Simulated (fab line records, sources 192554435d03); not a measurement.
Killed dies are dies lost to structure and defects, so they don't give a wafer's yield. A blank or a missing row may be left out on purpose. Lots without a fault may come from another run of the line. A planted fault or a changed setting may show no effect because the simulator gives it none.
One fault seen from 3 desks | flow n5_finfet | each desk has only its own numbers; what lay behind them comes last

THE DEFECT DESK
What the inspections along the route counted, lot by lot: means of the sampled wafers that have a number. A lot is out of limits, marked OUT, if its mean lies more than 4 standard deviations from the usual mean; the brackets give that distance.
Columns: A = raw_defect_count at N5_BEOL_M2_INSPECT_59, usual 74
lot  | first seen here | A
L510 | day 7 04:47     | 67
L513 | day 7 18:00     | 76
L515 | day 8 03:37     | 132
L514 | day 8 05:28     | 71
L518 | day 9 00:40     | 72
L519 | day 9 04:28     | 70
L520 | day 9 15:52     | 84
L521 | day 10 14:38    | 92
L524 | day 11 03:35    | 66
L528 | day 11 12:06    | 56
L530 | day 11 20:10    | 66
L531 | day 12 05:35    | 62
L532 | day 12 10:08    | 74
L533 | day 13 07:46    | 49
This desk's finding: nothing out of limits on any of the 14 lots.

THE TOOL OWNER'S DESK: litho_track-04
The tool's own readings at N5_BEOL_M3_DEVELOP_10 (develop time 30 s): means of the sampled wafers that have a number, for each lot that ran on this tool. A lot is out of limits, marked OUT, if its mean lies more than 4 standard deviations from the usual mean; the brackets give that distance.
Columns: A = chill_plate_temp_C at N5_BEOL_M3_DEVELOP_10, usual 23.02 C; B = exhaust_pa at N5_BEOL_M3_DEVELOP_10, usual 45.1 Pa
lot  | first seen here | A     | B
L514 | day 8 06:38     | 22.83 | 45.7
L520 | day 9 17:18     | 22.87 | 45.4
L521 | day 10 15:13    | 23.11 | 45.1
L524 | day 11 05:40    | 23.05 | 45.5
L530 | day 11 21:37    | 22.90 | 45.5
This desk's finding: nothing out of limits on any of the 5 lots.

THE METROLOGY DESK
What the gauges read, lot by lot, whatever tool the lot ran on: means of the sampled wafers that have a number. A lot is out of limits, marked OUT, if its mean lies more than 4 standard deviations from the usual mean; the brackets give that distance.
Columns: A = M3_OVL at N5_BEOL_M3_OVL_MEAS_12, usual -0.2 nm
lot  | first seen here | A
L510 | day 7 05:50     | -0.9
L513 | day 7 19:23     | -0.2
L515 | day 8 05:49     | -0.3
L514 | day 8 06:44     | -1.0
L518 | day 9 01:37     | -1.0
L519 | day 9 05:32     | -1.1
L520 | day 9 17:24     | 1.0
L521 | day 10 15:19    | 0.6
L524 | day 11 05:47    | 0.6
L528 | day 11 12:43    | -0.6
L530 | day 11 21:43    | -1.2
L533 | day 13 08:59    | 0.5
This desk's finding: nothing out of limits on any of the 12 lots.

PUT TOGETHER
The defect desk saw nothing out of limits.
The tool owner's desk saw nothing out of limits.
The metrology desk saw nothing out of limits.

WHAT THE SIMULATOR HAD PUT IN
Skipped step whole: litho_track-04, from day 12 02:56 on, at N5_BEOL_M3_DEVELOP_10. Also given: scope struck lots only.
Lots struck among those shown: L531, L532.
